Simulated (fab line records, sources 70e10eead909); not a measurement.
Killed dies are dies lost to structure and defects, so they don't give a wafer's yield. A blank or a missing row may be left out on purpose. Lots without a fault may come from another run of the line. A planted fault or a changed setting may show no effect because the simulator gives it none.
Chamber matching | flow nand_harc | NHARC_P_M0_DEP_32 on pecvd-04: 3 sister chambers
The step deposits SiCN, target thk 30 nm. 18 wafers are shown with their chamber, then 9 later ones without.

WAFERS WITH THEIR CHAMBER
wafer  | chamber | heater_power_outer_w (W) | heater_power_w (W)
L076.2 | 2       | 366                      | 674
L076.4 | 2       | 376                      | 665
L076.6 | 0       | 330                      | 604
L079.1 | 1       | 350                      | 621
L079.2 | 0       | 367                      | 667
L079.5 | 1       | 347                      | 613
L078.3 | 1       | 284                      | 522
L078.4 | 0       | 367                      | 651
L078.6 | 1       | 289                      | 547
L080.3 | 1       | 324                      | 592
L080.4 | 2       | 373                      | 665
L080.5 | 0       | 403                      | 707
L084.1 | 1       | 356                      | 633
L084.4 | 1       | 353                      | 649
L084.5 | 2       | 319                      | 581
L085.1 | 2       | 355                      | 596
L085.2 | 0       | 377                      | 655
L085.4 | 1       | 268                      | 526

SIGNATURES (means of the wafers above)
reading              | chamber 0 | chamber 1 | chamber 2 | scatter within a chamber
heater_power_outer_w | 368.80    | 321.38    | 357.80    | 30.4
heater_power_w       | 656.80    | 587.88    | 636.20    | 45.1
Rule: a wafer's distance from a chamber is the root of the sum, over the readings, of the square of ((its reading less the chamber's mean) divided by the reading's scatter). The wafer belongs to the nearest chamber; if the next one is less than 2 further off, it can't be placed. The scatter: the root of (the sum of the squares of (reading less its chamber's mean) over the shown wafers, divided by (wafers less chambers)).

WAFERS WITHOUT THEIR CHAMBER
wafer  | heater_power_outer_w (W) | heater_power_w (W)
L092.3 | 374                      | 648
L092.4 | 357                      | 623
L092.6 | 318                      | 600
L094.2 | 327                      | 611
L094.3 | 380                      | 651
L094.4 | 328                      | 618
L095.1 | 402                      | 707
L095.2 | 342                      | 597
L095.4 | 349                      | 619

WHICH CHAMBER EACH WENT THROUGH
wafer  | from the rows above          | in truth
L092.3 | can't be placed: 0 or 2 or 1 | 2
L092.4 | can't be placed: 2 or 0 or 1 | 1
L092.6 | can't be placed: 1 or 2 or 0 | 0
L094.2 | can't be placed: 1 or 2 or 0 | 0
L094.3 | can't be placed: 0 or 2 or 1 | 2
L094.4 | can't be placed: 1 or 2 or 0 | 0
L095.1 | can't be placed: 0 or 2      | 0
L095.2 | can't be placed: 1 or 2 or 0 | 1
L095.4 | can't be placed: 2 or 0 or 1 | 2
Placed correctly: 0 of 9. Can't be placed from these rows: 9 (the true chamber is among the candidates in 9). Placed wrongly: 0.
